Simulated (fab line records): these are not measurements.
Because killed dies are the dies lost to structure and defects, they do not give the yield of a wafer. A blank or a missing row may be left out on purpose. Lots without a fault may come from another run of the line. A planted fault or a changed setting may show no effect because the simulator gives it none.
Matching of chambers -- flow n5-finfet -- 4 sister chambers for N5_BEOL_M0_SAQP_STRIP_86 on rie-diel-02
The step strips in N2/H2. 8 wafers are shown with their chamber, then 11 later ones without.

== WAFERS PAIRED WITH THEIR CHAMBERS ==
wafer,chamber,drypump-motor-current-A (A),throttle-valve-pct (%)
L077.5,0,6.7,18.9
L082.4,1,5.5,18.8
L084.1,2,6.7,19.1
L084.4,1,5.6,18.8
L085.2,2,6.7,19.0
L085.4,3,6.2,19.6
L085.5,0,6.8,18.6
L087.2,3,6.2,19.6

== WAFERS WITH NO CHAMBER GIVEN ==
wafer,drypump-motor-current-A (A),throttle-valve-pct (%)
L087.4,6.7,19.1
L087.6,6.7,18.6
L088.1,6.7,19.0
L088.3,5.6,18.8
L088.4,6.2,19.6
L094.2,6.2,19.6
L094.5,5.6,18.9
L094.6,6.7,18.6
L096.1,6.2,19.6
L096.2,6.7,19.1
L096.6,6.7,19.1

== CHAMBER TAKEN BY EACH ==
wafer,from the rows above,in truth
L087.4,2,2
L087.6,0,0
L088.1,2,2
L088.3,1,1
L088.4,3,3
L094.2,3,3
L094.5,1,1
L094.6,0,0
L096.1,3,3
L096.2,2,2
L096.6,2,2
Correctly placed: 11 of 11. Number that these rows cannot place: 0. Wrongly placed: 0.
How it was worked out, from the rows above alone: a wafer's distance from a chamber is the root of the sum, over the readings, of the square of ((its reading less the chamber's mean) divided by the reading's scatter). The wafer belongs to the nearest chamber; if the next one is less than 2 further off, it can't be placed. For every chamber, the mean is computed from those of its wafers that are shown. The scatter is the square root of a quotient: the sum, over the shown wafers, of each reading's squared deviation from its chamber's mean, divided by wafers minus chambers.
